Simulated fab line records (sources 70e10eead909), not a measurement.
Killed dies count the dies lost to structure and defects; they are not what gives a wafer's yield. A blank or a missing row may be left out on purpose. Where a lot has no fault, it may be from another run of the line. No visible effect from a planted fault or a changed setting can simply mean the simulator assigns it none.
A struck lot beside a sound one -- flow nand_harc -- 15 out of 1159 route steps
Sound: the wafers L805.2, L805.3, L805.6. Struck: wafers L815.4, L815.6 (left out: L815.1, a lot-mate that was not struck); the cause follows at the end.
Per side, at each step with rows, come the tool, then ch with its chambers, and then its first start. Under that, the readings that differ: sound wafers -- struck wafers -- difference of the means -- sigmas: that difference in standard deviations of wafers without a fault.
alike: a reading whose means differ by less than 2 such deviations, as well as words and numbers matching on both sides. not compared: withheld readings; readings where some wafer has no value; bounds like >300 that might hide an equal value; numbers whose values overlap and for which the record gives no deviation.
A row with sigmas, a row that says differs or no value, or rows on one side alone: a step with any of these is where the two part. Numbers that have no deviation but don't overlap get no sigmas and don't part them. Lack of a reading on every wafer of one side parts them only where that side has two or more wafers.

first, 9 steps without rows for these wafers: NHARC_THIN_TSV_PVD_24 (deposits Al, target thk 800 nm); NHARC_THIN_TSV_DEHYDRATE_25 (time 120 s); NHARC_THIN_TSV_HMDS_26 (time 30 s); NHARC_THIN_TSV_COAT_27; NHARC_THIN_TSV_SOFTBAKE_28 (time 95 s); NHARC_THIN_TSV_EBR_29; NHARC_THIN_TSV_EXPOSE_30 (exposes mask PAD); NHARC_THIN_TSV_PEB_31 (peb time 85 s); NHARC_THIN_TSV_DEVELOP_32 (time 70 s).
NHARC_THIN_TSV_CD_MEAS_33: target cd 5000 nm.
  sound on cd_sem-02 ch 0, day 21 06:34; struck on cd_sem-03 ch 0, day 23 14:37
  alike: cd_nm
then, 1 step without rows for these wafers: NHARC_THIN_TSV_HARDBAKE_34 (time 80 s).
NHARC_THIN_TSV_DESCUM_35: chemistry O2, time 3 s.
  sound on rie_diel-01 ch 0,1, day 21 06:45; struck on rie_diel-01 ch 2,3, day 23 14:47
  alike: drypump_motor_current_A, oes_product_au, rf_vpp_V, showerhead_plenum_p_Torr, throttle_valve_pct
  not compared: rf_hours_counter_h
NHARC_THIN_TSV_ETCH_59: etches the open film in Cl2/BCl3, target depth 880 nm, time 138.1 s.
  sound on rie_metal-02 ch 0,1, day 21 06:52; struck on rie_metal-03 ch 1, day 23 14:56
reading,sound,struck,difference,sigmas
oes_product_au (a.u.),1.000 1.002 0.993,1.031 1.033,+0.034,+3
run_length_s (s),159.5 159.7 160.0,172.4 172.4,+12.7,+26
  alike: drypump_motor_current_A, mfc_cl2_sccm, throttle_valve_pct
  not compared: rf_hours_counter_h
NHARC_THIN_TSV_ETCH_36: etches the open film in Cl2/BCl3, target depth 65 nm, time 18.571 s.
  sound on rie_metal-02 ch 0, day 21 07:08; struck on rie_metal-03 ch 1, day 23 15:10
reading,sound,struck,difference,sigmas
drypump_motor_current_A (A),4.8 4.8 4.8,5.9 5.9,+1.1,+3
oes_product_au (a.u.),1.008 1.002 0.990,1.033 1.034,+0.034,+3
  alike: run_length_s
  not compared: rf_hours_counter_h
NHARC_END_SORT_01:
  the record has rows for the sound wafers here (prober-02 ch 0, day 21 15:08) and none for the struck ones

WHERE THEY PART
First at NHARC_THIN_TSV_ETCH_59; last, within this record, at NHARC_END_SORT_01.

WHY: the cause the simulator had injected
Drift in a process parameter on rie_metal-03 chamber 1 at NHARC_THIN_TSV_ETCH_59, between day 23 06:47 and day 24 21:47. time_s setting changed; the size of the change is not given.
